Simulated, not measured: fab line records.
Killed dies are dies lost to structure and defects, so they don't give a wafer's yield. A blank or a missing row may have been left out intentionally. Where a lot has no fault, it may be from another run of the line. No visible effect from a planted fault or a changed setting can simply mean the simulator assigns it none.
Split-lot trial / flow n5-finfet / on a route of 1938 steps: 7 lots, 21 wafers read

== ON THE SPLIT ==
At N5_BEOL_M10_COAT_64 (time 60 s, resist thk 30 nm), the setting spin-rpm was moved away from the recipe's 1500 rpm on 10 of the 21 wafers read, by -6.1% to +9.9%. This setting was run at the recipe's value on the other wafers.

== FROM THE SPLIT TO THE READING: what the file shows between them, 3 steps ==
- N5_BEOL_M10_COAT_22: resist thk 90 nm
- N5_BEOL_M10_EBR_24
- N5_BEOL_M10_DESCUM_33: chemistry O2, time 7.9 s

== THE READING ==
CAR-ArF_of_BEOL_M10_COAT_22.thk-nm (the simulator's own value, which no gauge read), in nm, at N5_BEOL_M10_ETCH_65 (etches SiARC in CF4, target depth 39 nm, time 65 s). There is no usual value for it anywhere in the file. The 11 wafers here that ran the recipe average 55.6 nm, standard deviation 0.23 nm.

wafer=L074.1; tool, chamber at the split=litho-track-03, 0; spin-rpm as run, rpm=1500; against the recipe=recipe; CAR-ArF_of_BEOL_M10_COAT_22.thk-nm, nm=56; against lot-mates on the recipe=-
wafer=L074.3; tool, chamber at the split=litho-track-03, 0; spin-rpm as run, rpm=1500; against the recipe=recipe; CAR-ArF_of_BEOL_M10_COAT_22.thk-nm, nm=55.6; against lot-mates on the recipe=-
wafer=L074.4; tool, chamber at the split=litho-track-03, 0; spin-rpm as run, rpm=1500; against the recipe=recipe; CAR-ArF_of_BEOL_M10_COAT_22.thk-nm, nm=55.8; against lot-mates on the recipe=-
wafer=L079.1; tool, chamber at the split=litho-track-02, 0; spin-rpm as run, rpm=1500; against the recipe=recipe; CAR-ArF_of_BEOL_M10_COAT_22.thk-nm, nm=55.4; against lot-mates on the recipe=-
wafer=L079.3; tool, chamber at the split=litho-track-02, 0; spin-rpm as run, rpm=1418; against the recipe=-5.5%; CAR-ArF_of_BEOL_M10_COAT_22.thk-nm, nm=54.6; against lot-mates on the recipe=-0.8
wafer=L079.4; tool, chamber at the split=litho-track-02, 0; spin-rpm as run, rpm=1418; against the recipe=-5.5%; CAR-ArF_of_BEOL_M10_COAT_22.thk-nm, nm=54.8; against lot-mates on the recipe=-0.6
wafer=L078.1; tool, chamber at the split=litho-track-03, 0; spin-rpm as run, rpm=1458; against the recipe=-2.8%; CAR-ArF_of_BEOL_M10_COAT_22.thk-nm, nm=55; against lot-mates on the recipe=-0.7
wafer=L078.2; tool, chamber at the split=litho-track-03, 0; spin-rpm as run, rpm=1500; against the recipe=recipe; CAR-ArF_of_BEOL_M10_COAT_22.thk-nm, nm=55.8; against lot-mates on the recipe=-
wafer=L078.5; tool, chamber at the split=litho-track-03, 0; spin-rpm as run, rpm=1500; against the recipe=recipe; CAR-ArF_of_BEOL_M10_COAT_22.thk-nm, nm=55.6; against lot-mates on the recipe=-
wafer=L084.1; tool, chamber at the split=litho-track-03, 0; spin-rpm as run, rpm=1408; against the recipe=-6.1%; CAR-ArF_of_BEOL_M10_COAT_22.thk-nm, nm=54.6; against lot-mates on the recipe=-0.7
wafer=L084.2; tool, chamber at the split=litho-track-03, 0; spin-rpm as run, rpm=1500; against the recipe=recipe; CAR-ArF_of_BEOL_M10_COAT_22.thk-nm, nm=55.4; against lot-mates on the recipe=-
wafer=L084.4; tool, chamber at the split=litho-track-03, 0; spin-rpm as run, rpm=1500; against the recipe=recipe; CAR-ArF_of_BEOL_M10_COAT_22.thk-nm, nm=55.2; against lot-mates on the recipe=-
wafer=L085.3; tool, chamber at the split=litho-track-03, 0; spin-rpm as run, rpm=1500; against the recipe=recipe; CAR-ArF_of_BEOL_M10_COAT_22.thk-nm, nm=55.6; against lot-mates on the recipe=-
wafer=L085.4; tool, chamber at the split=litho-track-03, 0; spin-rpm as run, rpm=1649; against the recipe=+9.9%; CAR-ArF_of_BEOL_M10_COAT_22.thk-nm, nm=56.8; against lot-mates on the recipe=+1.3
wafer=L085.5; tool, chamber at the split=litho-track-03, 0; spin-rpm as run, rpm=1500; against the recipe=recipe; CAR-ArF_of_BEOL_M10_COAT_22.thk-nm, nm=55.4; against lot-mates on the recipe=-
wafer=L086.1; tool, chamber at the split=litho-track-02, 0; spin-rpm as run, rpm=1613; against the recipe=+7.5%; CAR-ArF_of_BEOL_M10_COAT_22.thk-nm, nm=56.6; against lot-mates on the recipe=no lot-mate on the recipe
wafer=L086.3; tool, chamber at the split=litho-track-02, 0; spin-rpm as run, rpm=1613; against the recipe=+7.5%; CAR-ArF_of_BEOL_M10_COAT_22.thk-nm, nm=57; against lot-mates on the recipe=no lot-mate on the recipe
wafer=L086.5; tool, chamber at the split=litho-track-02, 0; spin-rpm as run, rpm=1613; against the recipe=+7.5%; CAR-ArF_of_BEOL_M10_COAT_22.thk-nm, nm=56.8; against lot-mates on the recipe=no lot-mate on the recipe
wafer=L089.3; tool, chamber at the split=litho-track-02, 0; spin-rpm as run, rpm=1447; against the recipe=-3.5%; CAR-ArF_of_BEOL_M10_COAT_22.thk-nm, nm=55.2; against lot-mates on the recipe=-0.6
wafer=L089.5; tool, chamber at the split=litho-track-02, 0; spin-rpm as run, rpm=1447; against the recipe=-3.5%; CAR-ArF_of_BEOL_M10_COAT_22.thk-nm, nm=55.2; against lot-mates on the recipe=-0.6
wafer=L089.6; tool, chamber at the split=litho-track-02, 0; spin-rpm as run, rpm=1500; against the recipe=recipe; CAR-ArF_of_BEOL_M10_COAT_22.thk-nm, nm=55.8; against lot-mates on the recipe=-

THE FIT
A straight line over all 21 wafers: CAR-ArF_of_BEOL_M10_COAT_22.thk-nm changes by +0.149 nm for each +1% of spin-rpm; r = +0.96; the points scatter about the line by 0.21 nm.
The same after taking each lot's own level away (the mean of its wafers on the recipe; 18 wafers): +0.134 nm for each +1%; r = +0.96; scatter 0.14 nm.
On that fit, the largest move of spin-rpm shifts the reading by 1.3 nm.
Measured against the standard deviation above, the lots' own levels, which go from 55.30 to 55.80 nm, span 2.2 times it.
In other words, the slope is changed by the lot-to-lot level; the two fits disagree.
Check: +1.32 nm against its lot-mates is what the line predicts for one of the wafers moved furthest among these (+9.9%) when that wafer is left out of the fit. Against them it came out at +1.3 nm.

== THE WHOLE CHAIN: every reading that the file lists as answering this split, in the file's order ==
step=N5_BEOL_M10_COAT_64; what it does=time 60 s, resist thk 30 nm; reading=SiARC_of_BEOL_M10_COAT_64.thk-nm (the simulator's own value, which no gauge read); change (the file's fit)=-0.145 nm for each +1% of the setting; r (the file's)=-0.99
step=N5_BEOL_M10_ETCH_65; what it does=etches SiARC in CF4, target depth 39 nm, time 65 s; reading=etch.depth-nm (the simulator's own value, which no gauge read); change (the file's fit)=-0.145 nm for each +1% of the setting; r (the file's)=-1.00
step=N5_BEOL_M10_ETCH_65; what it does=etches SiARC in CF4, target depth 39 nm, time 65 s; reading=CAR-ArF_of_BEOL_M10_COAT_22.thk-nm (the simulator's own value, which no gauge read); change (the file's fit)=+0.135 nm for each +1% of the setting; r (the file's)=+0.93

== FILE'S OWN FIT ==
CAR-ArF_of_BEOL_M10_COAT_22.thk-nm changes by +0.135 nm for each +1% of spin-rpm, r = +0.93.
